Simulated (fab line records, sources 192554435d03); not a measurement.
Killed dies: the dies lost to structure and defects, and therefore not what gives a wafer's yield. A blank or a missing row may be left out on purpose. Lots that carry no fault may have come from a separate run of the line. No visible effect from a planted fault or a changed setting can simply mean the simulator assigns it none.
Check for tools in common    flow n5Finfet    9 lots, 27 wafers sampled

== WHY THIS WAS OPENED ==
On 2 of the 9 lots, a flag is raised at N5_WELL_APT_INSPECT_27 on the reading rawDefectCount. Wafers without a fault read 2.0, standard deviation 1.6.
Rule: a lot is flagged in two cases, either no wafer of it has a number, or all its wafers with numbers fall more than 4 standard deviations from that mean. All remaining lots are regarded as sound.

lot   measured     on                rawDefectCount, wafer by wafer  flag
L198  day 2 04:08  defectInspect-01  1 1 1                           
L200  day 2 15:12  defectInspect-02  4 2 1                           
L202  day 3 04:10  defectInspect-01  260 274 222                     FLAGGED
L209  day 4 21:13  defectInspect-01  230 255 255                     FLAGGED
L211  day 5 09:43  defectInspect-01  0 2 2                           
L212  day 5 14:52  defectInspect-02  1 2 3                           
L213  day 5 21:02  defectInspect-01  3 3 1                           
L216  day 6 14:53  defectInspect-02  2 3 1                           
L218  day 7 02:55  defectInspect-02  2 1 2                           
The numbers of the flagged lots are 249.3 on average: +247.3 against the usual, or +99 or more standard deviations.

== TOOL THAT RAN EACH LOT ==
The record holds 1 process step before the reading, out of a route of 1938 steps. In each cell: the tool, then ch and the chambers that the sampled wafers went through, then the start.
lot   flag     N5_WELL_APT_STRIP_16
L198           wetBench-04 ch 0,6,7, day 2 03:17
L200           wetBench-04 ch 3,6,7, day 2 14:21
L202  FLAGGED  wetBench-04 ch 0,1,4, day 3 03:34
L209  FLAGGED  wetBench-04 ch 1,3,4, day 4 20:30
L211           wetBench-03 ch 0,1,6, day 5 09:07
L212           wetBench-02 ch 4,5,6, day 5 14:15
L213           wetBench-03 ch 1,5,6, day 5 20:26
L216           wetBench-03 ch 2,5,7, day 6 14:15
L218           wetBench-04 ch 4,5,6, day 7 02:18
What these steps do:
- N5_WELL_APT_STRIP_16: strips in SPM, time 900 s.
- N5_WELL_APT_INSPECT_27: inspects for defects (macro).

== FLAGGED AGAINST TOTAL, ONE TOOL AT A TIME (gauges that did the reading follow at the end) ==
step                    tool              lots run  flagged  share of the flagged lots  sound lots run after its first flagged lot
N5_WELL_APT_STRIP_16    wetBench-02       1         0        none                       -
N5_WELL_APT_STRIP_16    wetBench-03       3         0        none                       -
N5_WELL_APT_STRIP_16    wetBench-04       5         2        all                        1 (L218)
N5_WELL_APT_INSPECT_27  defectInspect-01  5         2        all                        2 (L211,L213)
N5_WELL_APT_INSPECT_27  defectInspect-02  4         0        none                       -

== THE TABLE: WHAT IT ALLOWS ==
2 rows of the table ran every flagged lot: wetBench-04 at N5_WELL_APT_STRIP_16, defectInspect-01 at N5_WELL_APT_INSPECT_27.
- wetBench-04 at N5_WELL_APT_STRIP_16 ran 5 lots, 2 of them flagged. Sound lots ran on it after the first flagged one (L218), which a lasting fault on the whole tool wouldn't allow.
- defectInspect-01 at N5_WELL_APT_INSPECT_27 ran 5 lots, 2 of them flagged. Sound lots ran on it after the first flagged one (L211, L213), which a lasting fault on the whole tool wouldn't allow.
Every row of the table either missed a flagged lot or ran a sound lot after the first.

== WHAT WAS PUT IN BY THE SIMULATOR ==
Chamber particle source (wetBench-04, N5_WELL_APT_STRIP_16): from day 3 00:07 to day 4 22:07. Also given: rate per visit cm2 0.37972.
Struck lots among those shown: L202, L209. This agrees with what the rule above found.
